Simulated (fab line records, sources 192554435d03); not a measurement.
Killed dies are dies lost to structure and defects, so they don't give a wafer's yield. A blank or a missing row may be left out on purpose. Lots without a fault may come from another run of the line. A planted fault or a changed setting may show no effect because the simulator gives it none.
Chamber matching | flow n5_finfet | N5_HKMG_FIN_ALD_91 on ald_metal-03: 4 sister chambers
The step deposits TiN, target thk 1 nm, pulse time 1 s, purge time 3 s. 8 wafers are shown with their chamber, then 7 later ones without.

WAFERS WITH THEIR CHAMBER
wafer  | chamber | heater_power_w (W) | precursor_pulse_height_rel
L146.6 | 2       | 896                | 0.965
L155.1 | 3       | 846                | 1.003
L155.2 | 0       | 838                | 0.982
L157.1 | 1       | 869                | 1.009
L157.4 | 2       | 923                | 0.982
L157.6 | 0       | 815                | 1.019
L158.3 | 1       | 891                | 1.010
L158.4 | 3       | 860                | 1.009

WAFERS WITHOUT THEIR CHAMBER
wafer  | heater_power_w (W) | precursor_pulse_height_rel
L158.5 | 860                | 0.997
L160.1 | 901                | 1.020
L160.2 | 842                | 1.012
L160.5 | 827                | 1.015
L162.1 | 852                | 0.997
L162.3 | 840                | 0.988
L162.5 | 907                | 0.965

WHICH CHAMBER EACH WENT THROUGH
wafer  | from the rows above          | in truth
L158.5 | can't be placed: 3 or 1 or 0 | 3
L160.1 | can't be placed: 1 or 3 or 2 | 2
L160.2 | can't be placed: 3 or 0 or 1 | 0
L160.5 | can't be placed: 0 or 3      | 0
L162.1 | can't be placed: 3 or 0 or 1 | 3
L162.3 | can't be placed: 0 or 3 or 1 | 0
L162.5 | 2                            | 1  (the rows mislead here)
Placed correctly: 0 of 7. Can't be placed from these rows: 6 (the true chamber is among the candidates in 6). Placed wrongly: 1.
How it was worked out, from the rows above alone: a wafer's distance from a chamber is the root of the sum, over the readings, of the square of ((its reading less the chamber's mean) divided by the reading's scatter). The wafer belongs to the nearest chamber; if the next one is less than 2 further off, it can't be placed. A chamber's mean is the mean of its shown wafers. The scatter: the root of (the sum of the squares of (reading less its chamber's mean) over the shown wafers, divided by (wafers less chambers)).
